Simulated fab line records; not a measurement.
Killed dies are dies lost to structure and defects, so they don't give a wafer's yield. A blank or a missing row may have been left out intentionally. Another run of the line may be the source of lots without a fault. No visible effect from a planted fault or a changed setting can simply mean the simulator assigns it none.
Matching of chambers + flow nand_harc + NHARC_A_CONTACT_DEP_29 on pecvd-02: 3 sister chambers
The step deposits SiON, target thk 70 nm. 20 wafers are shown with their chamber, then 10 later ones without.

== WAFERS PAIRED WITH THEIR CHAMBERS ==
| wafer  | chamber | showerhead_vpp_V (V) | heater_power_w (W) | rf_fwd_power_W (W) |
|--------|---------|----------------------|--------------------|--------------------|
| L078.1 | 0       | 1085                 | 766                | 347.9              |
| L078.3 | 2       | 1177                 | 586                | 348.5              |
| L078.4 | 1       | 1185                 | 672                | 347.1              |
| L076.1 | 0       | 1081                 | 717                | 346.5              |
| L076.2 | 1       | 1191                 | 685                | 349.6              |
| L076.6 | 0       | 1068                 | 678                | 349.1              |
| L080.3 | 0       | 1074                 | 801                | 349.1              |
| L080.4 | 1       | 1179                 | 607                | 348.7              |
| L080.6 | 0       | 1072                 | 800                | 349.0              |
| L083.1 | 1       | 1176                 | 589                | 350.0              |
| L083.2 | 0       | 1073                 | 832                | 349.4              |
| L083.6 | 1       | 1175                 | 605                | 348.8              |
| L084.1 | 2       | 1173                 | 558                | 348.8              |
| L084.3 | 1       | 1198                 | 586                | 349.6              |
| L084.4 | 1       | 1190                 | 574                | 349.0              |
| L081.1 | 0       | 1088                 | 822                | 348.5              |
| L081.2 | 2       | 1196                 | 604                | 347.8              |
| L081.6 | 2       | 1183                 | 615                | 346.9              |
| L085.1 | 1       | 1191                 | 676                | 348.6              |
| L085.2 | 0       | 1073                 | 816                | 350.1              |

SIGNATURES (means of the wafers above)
| reading          | chamber 0 | chamber 1 | chamber 2 | scatter within a chamber |
|------------------|-----------|-----------|-----------|--------------------------|
| showerhead_vpp_V | 1076.75   | 1185.62   | 1182.25   | 8.15                     |
| heater_power_w   | 779.00    | 624.25    | 590.75    | 47                       |
| rf_fwd_power_W   | 348.700   | 348.925   | 348.000   | 0.973                    |
Rule: a wafer lies at a distance from a chamber equal to the root of the sum of squares, over the readings, of (its reading less the chamber's mean, divided by the reading's scatter). If the next closest chamber is less than 2 further off than the closest, the wafer can't be placed; otherwise it belongs to the closest. The scatter is the square root of a quotient: the sum, over the shown wafers, of each reading's squared deviation from its chamber's mean, divided by wafers minus chambers.

== WAFERS MISSING THEIR CHAMBER ==
| wafer  | showerhead_vpp_V (V) | heater_power_w (W) | rf_fwd_power_W (W) |
|--------|----------------------|--------------------|--------------------|
| L085.3 | 1189                 | 605                | 347.5              |
| L086.1 | 1071                 | 742                | 350.2              |
| L086.3 | 1199                 | 664                | 348.1              |
| L086.6 | 1072                 | 751                | 350.1              |
| L097.2 | 1186                 | 633                | 348.3              |
| L097.4 | 1087                 | 809                | 347.3              |
| L097.6 | 1184                 | 643                | 347.7              |
| L096.2 | 1196                 | 706                | 347.5              |
| L096.3 | 1190                 | 512                | 346.8              |
| L096.6 | 1186                 | 570                | 347.9              |

== WHICH CHAMBER EACH WENT THROUGH ==
| wafer  | from the rows above     | in truth |
|--------|-------------------------|----------|
| L085.3 | can't be placed: 2 or 1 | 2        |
| L086.1 | 0                       | 0        |
| L086.3 | can't be placed: 1 or 2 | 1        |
| L086.6 | 0                       | 0        |
| L097.2 | can't be placed: 1 or 2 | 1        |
| L097.4 | 0                       | 0        |
| L097.6 | can't be placed: 2 or 1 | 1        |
| L096.2 | can't be placed: 1 or 2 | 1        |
| L096.3 | can't be placed: 2 or 1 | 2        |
| L096.6 | can't be placed: 2 or 1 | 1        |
Correct placement for 3 of the 10. Can't be placed from these rows: 7 (the true chamber is among the candidates in 7). Wrongly placed: 0.
